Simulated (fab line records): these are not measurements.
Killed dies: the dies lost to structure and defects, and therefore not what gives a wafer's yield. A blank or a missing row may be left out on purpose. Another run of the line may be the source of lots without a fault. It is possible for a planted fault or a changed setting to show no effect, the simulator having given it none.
Chamber matching -- flow nandHarc -- rieDiel-09 running NHARC_P_GATE_DESCUM_48: 4 sister chambers
The step chemistry O2, time 3 s. 16 wafers are shown with their chamber, then 8 later ones without.

== WAFERS, EACH WITH ITS CHAMBER ==
wafer,chamber,showerheadPlenumPTorr (Torr),drypumpMotorCurrentA (A),oesProductAu (a.u.)
L077.1,2,1.83,5.2,0.999
L077.2,1,1.95,5.7,0.999
L077.3,0,1.80,6.0,1.001
L079.4,3,1.98,5.6,0.996
L079.5,0,1.80,6.0,1.003
L079.6,3,1.98,5.6,1.000
L080.1,2,1.83,5.3,1.003
L080.2,0,1.80,6.0,1.003
L080.4,1,1.95,5.7,1.003
L082.2,3,1.98,5.6,0.992
L082.5,3,1.98,5.6,1.003
L082.6,0,1.80,6.0,1.006
L084.2,2,1.83,5.2,0.994
L084.4,0,1.80,6.0,1.004
L084.6,3,1.98,5.6,1.002
L086.2,1,1.94,5.7,1.001

SIGNATURES (means of the wafers above)
reading,chamber 0,chamber 1,chamber 2,chamber 3,scatter within a chamber
showerheadPlenumPTorr,1.8000,1.9467,1.8300,1.9800,0.00236
drypumpMotorCurrentA,6.000,5.700,5.233,5.600,0.0236
oesProductAu,1.00340,1.00100,0.99867,0.99860,0.00348
Rule: for each reading, subtract the chamber's mean from the wafer's reading, divide by that reading's scatter and square the result; add these up over the readings and take the root, which gives the wafer's distance from the chamber. The wafer belongs to the nearest chamber; if the next one is less than 2 further off, it can't be placed. How the scatter is found: for the shown wafers, subtract from each reading the mean of its chamber, square and add these, divide the total by (wafers less chambers), then take the root.

== WAFERS WITH NO CHAMBER GIVEN ==
wafer,showerheadPlenumPTorr (Torr),drypumpMotorCurrentA (A),oesProductAu (a.u.)
L086.3,1.80,6.0,1.004
L086.5,1.80,6.1,0.996
L094.3,1.94,5.7,0.987
L094.4,1.98,5.6,1.004
L094.5,1.83,5.2,1.000
L097.1,1.98,5.6,1.011
L097.4,1.94,5.7,0.997
L097.5,1.98,5.6,1.003

== WHICH CHAMBER EACH WENT THROUGH ==
wafer,from the rows above,in truth
L086.3,0,0
L086.5,0,0
L094.3,1,1
L094.4,3,3
L094.5,2,2
L097.1,3,3
L097.4,1,1
L097.5,3,3
Correctly placed: 8 of 8. Not placeable from these rows: 0. Placed wrongly: 0.
